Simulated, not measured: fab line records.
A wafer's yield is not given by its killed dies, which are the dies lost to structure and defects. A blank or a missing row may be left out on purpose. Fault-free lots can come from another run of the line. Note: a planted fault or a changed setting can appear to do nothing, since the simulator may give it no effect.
Which of the tools did it? / flow n5-finfet / 27 wafers from 9 lots sampled at 5 of the route's 1938 steps

WHAT THE GAUGES READ, wafer by wafer
N5_STI_FIN_REVEAL_FIN_H_MEAS_10.
lot=L391; measured=day 4 06:28; on=ocd-02; trench-depth-nm (nm)=52.5 52.0 52.5
lot=L393; measured=day 4 21:50; on=ocd-01; trench-depth-nm (nm)=52.2 52.0 52.4
lot=L397; measured=day 5 19:01; on=ocd-01; trench-depth-nm (nm)=51.8 52.1 51.6
lot=L399; measured=day 6 06:26; on=ocd-02; trench-depth-nm (nm)=22.0 22.4 21.9
lot=L400; measured=day 6 11:55; on=ocd-02; trench-depth-nm (nm)=20.7 20.7 21.5
lot=L401; measured=day 6 19:21; on=ocd-01; trench-depth-nm (nm)=20.7 21.1 21.1
lot=L403; measured=day 7 08:24; on=ocd-01; trench-depth-nm (nm)=52.2 52.6 52.4
lot=L404; measured=day 7 14:32; on=ocd-01; trench-depth-nm (nm)=52.1 52.5 53.1
lot=L405; measured=day 7 22:34; on=ocd-02; trench-depth-nm (nm)=51.8 51.9 51.3

WHICH TOOL RAN EACH LOT (tool, then ch and the chambers of the sampled wafers, then the start)
lot=L391; N5_FIN_CUT_CUT_ETCH_28=rie-si-05 ch 2,3, day 3 21:35; N5_STI_FIN_REVEAL_ALD_14=ald-sin-02 ch 0,3, day 3 21:55; N5_STI_FIN_REVEAL_DENSIFY_30=rtp-anneal-02 ch 0, day 4 03:20; N5_STI_FIN_REVEAL_ETCHBACK_08=rie-diel-03 ch 0,1,3, day 4 03:29
lot=L393; N5_FIN_CUT_CUT_ETCH_28=rie-si-04 ch 1,3, day 4 12:35; N5_STI_FIN_REVEAL_ALD_14=ald-sin-02 ch 0,3, day 4 12:57; N5_STI_FIN_REVEAL_DENSIFY_30=rtp-anneal-01 ch 0, day 4 18:22; N5_STI_FIN_REVEAL_ETCHBACK_08=rie-diel-03 ch 0,3, day 4 18:32
lot=L397; N5_FIN_CUT_CUT_ETCH_28=rie-si-05 ch 0,1,2, day 5 10:05; N5_STI_FIN_REVEAL_ALD_14=ald-sin-01 ch 1,2,3, day 5 10:24; N5_STI_FIN_REVEAL_DENSIFY_30=rtp-anneal-02 ch 0, day 5 15:47; N5_STI_FIN_REVEAL_ETCHBACK_08=rie-diel-04 ch 0,2,3, day 5 16:01
lot=L399; N5_FIN_CUT_CUT_ETCH_28=rie-si-05 ch 0,1,2, day 5 21:25; N5_STI_FIN_REVEAL_ALD_14=ald-sin-03 ch 1,2, day 5 21:44; N5_STI_FIN_REVEAL_DENSIFY_30=rtp-anneal-02 ch 0, day 6 03:16; N5_STI_FIN_REVEAL_ETCHBACK_08=rie-diel-04 ch 0,2,3, day 6 03:28
lot=L400; N5_FIN_CUT_CUT_ETCH_28=rie-si-05 ch 0,3, day 6 03:03; N5_STI_FIN_REVEAL_ALD_14=ald-sin-01 ch 2,3, day 6 03:22; N5_STI_FIN_REVEAL_DENSIFY_30=rtp-anneal-01 ch 0, day 6 08:47; N5_STI_FIN_REVEAL_ETCHBACK_08=rie-diel-04 ch 0,1,3, day 6 08:56
lot=L401; N5_FIN_CUT_CUT_ETCH_28=rie-si-05 ch 0,2,3, day 6 09:06; N5_STI_FIN_REVEAL_ALD_14=ald-sin-03 ch 0,3, day 6 09:59; N5_STI_FIN_REVEAL_DENSIFY_30=rtp-anneal-02 ch 0, day 6 15:58; N5_STI_FIN_REVEAL_ETCHBACK_08=rie-diel-03 ch 0,2,3, day 6 16:24
lot=L403; N5_FIN_CUT_CUT_ETCH_28=rie-si-05 ch 0,2,3, day 6 23:01; N5_STI_FIN_REVEAL_ALD_14=ald-sin-03 ch 0,3, day 6 23:37; N5_STI_FIN_REVEAL_DENSIFY_30=rtp-anneal-01 ch 0, day 7 05:17; N5_STI_FIN_REVEAL_ETCHBACK_08=rie-diel-03 ch 0,3, day 7 05:26
lot=L404; N5_FIN_CUT_CUT_ETCH_28=rie-si-03 ch 0,1,2, day 7 05:31; N5_STI_FIN_REVEAL_ALD_14=ald-sin-03 ch 1,2,3, day 7 05:59; N5_STI_FIN_REVEAL_DENSIFY_30=rtp-anneal-01 ch 0, day 7 11:23; N5_STI_FIN_REVEAL_ETCHBACK_08=rie-diel-03 ch 1,2, day 7 11:35
lot=L405; N5_FIN_CUT_CUT_ETCH_28=rie-si-04 ch 2,3, day 7 11:41; N5_STI_FIN_REVEAL_ALD_14=ald-sin-03 ch 0,1,2, day 7 14:02; N5_STI_FIN_REVEAL_DENSIFY_30=rtp-anneal-01 ch 0, day 7 19:25; N5_STI_FIN_REVEAL_ETCHBACK_08=rie-diel-04 ch 0,1,3, day 7 19:37
- N5_FIN_CUT_CUT_ETCH_28: etches Si in HBr/Cl2/O2, target depth 6 nm, time 2.4 s.
- N5_STI_FIN_REVEAL_ALD_14: deposits Si3N4, target thk 3 nm.
- N5_STI_FIN_REVEAL_DENSIFY_30
- N5_STI_FIN_REVEAL_ETCHBACK_08: etches SiO2 in C4F6/O2, target depth 30.5 nm, time 10.167 s.

THE ANSWER, worked out from the rows above alone
Rule: the usual values come from the lots themselves. Put in order of their means at a reading, lots are off if they are a third of the lots or fewer, leave a main group of 4 or more, and stand apart from it by a gap of 3 or more times the standard deviation of the main group's means; of several such gaps the widest counts. The tables above print the reading to a certain number of digits; a main group whose means all agree to those digits is not used. A lot without any number at a reading at which 4 lots or more have one is off too. Where the step has rows for the other lots, those lots are counted as sound.
Off at N5_STI_FIN_REVEAL_FIN_H_MEAS_10 (trench-depth-nm): L399, L400, L401. The main group: mean 52.2 nm, standard deviation 0.32.
A tool fits if, at a process step before that reading, it ran every lot that is off, and no sound lot after the first of them. Gauges at N5_STI_FIN_REVEAL_FIN_H_MEAS_10: tried the same way as those tools. No candidate that was tried fits.

WHAT HAD BEEN PUT IN BY THE SIMULATOR
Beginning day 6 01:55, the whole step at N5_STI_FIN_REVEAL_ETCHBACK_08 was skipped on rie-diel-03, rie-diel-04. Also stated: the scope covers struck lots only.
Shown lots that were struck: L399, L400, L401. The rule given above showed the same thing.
